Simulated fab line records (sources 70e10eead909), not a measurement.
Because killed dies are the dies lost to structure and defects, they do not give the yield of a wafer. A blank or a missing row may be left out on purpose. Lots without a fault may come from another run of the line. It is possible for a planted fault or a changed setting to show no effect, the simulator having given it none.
Matching of chambers || flow nandHarc || NHARC_A_CONTACT_DEP_24 on pecvd-01 has 3 sister chambers
The step deposits SiO2, target thk 500 nm. 3 wafers are shown with their chamber, then 10 later ones without.

WAFERS, EACH WITH ITS CHAMBER
{"wafer": "L366.6", "chamber": 1, "heaterPowerW (W)": 561}
{"wafer": "L367.1", "chamber": 2, "heaterPowerW (W)": 573}
{"wafer": "L367.5", "chamber": 0, "heaterPowerW (W)": 526}

WAFERS MISSING THEIR CHAMBER
{"wafer": "L367.6", "heaterPowerW (W)": 565}
{"wafer": "L370.1", "heaterPowerW (W)": 511}
{"wafer": "L370.2", "heaterPowerW (W)": 526}
{"wafer": "L370.3", "heaterPowerW (W)": 406}
{"wafer": "L369.2", "heaterPowerW (W)": 576}
{"wafer": "L369.3", "heaterPowerW (W)": 460}
{"wafer": "L369.5", "heaterPowerW (W)": 428}
{"wafer": "L381.1", "heaterPowerW (W)": 595}
{"wafer": "L381.3", "heaterPowerW (W)": 429}
{"wafer": "L381.6", "heaterPowerW (W)": 628}

WHICH CHAMBER EACH ONE RAN IN
{"wafer": "L367.6", "from the rows above": "can't be placed: 1 or 2 or 0", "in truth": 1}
{"wafer": "L370.1", "from the rows above": "can't be placed: 0 or 1 or 2", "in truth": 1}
{"wafer": "L370.2", "from the rows above": "can't be placed: 0 or 1 or 2", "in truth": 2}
{"wafer": "L370.3", "from the rows above": "can't be placed: 0 or 1 or 2", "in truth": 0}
{"wafer": "L369.2", "from the rows above": "can't be placed: 2 or 1 or 0", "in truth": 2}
{"wafer": "L369.3", "from the rows above": "can't be placed: 0 or 1 or 2", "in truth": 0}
{"wafer": "L369.5", "from the rows above": "can't be placed: 0 or 1 or 2", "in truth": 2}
{"wafer": "L381.1", "from the rows above": "can't be placed: 2 or 1 or 0", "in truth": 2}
{"wafer": "L381.3", "from the rows above": "can't be placed: 0 or 1 or 2", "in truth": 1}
{"wafer": "L381.6", "from the rows above": "can't be placed: 2 or 1 or 0", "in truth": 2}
Correct placement for 0 of the 10. These rows do not allow placing 10 (true chamber among the candidates in 10). Number placed wrongly: 0.
How it was worked out, from the rows above alone: a wafer's distance from a chamber is the root of the sum, over the readings, of the square of ((its reading less the chamber's mean) divided by the reading's scatter). If the next closest chamber is less than 2 further off than the closest, the wafer can't be placed; otherwise it belongs to the closest. A chamber's mean is the mean of its shown wafers. The scatter (one wafer shown for each chamber): square how far every hidden wafer sits from the nearest shown wafer, average those squares and take the square root.
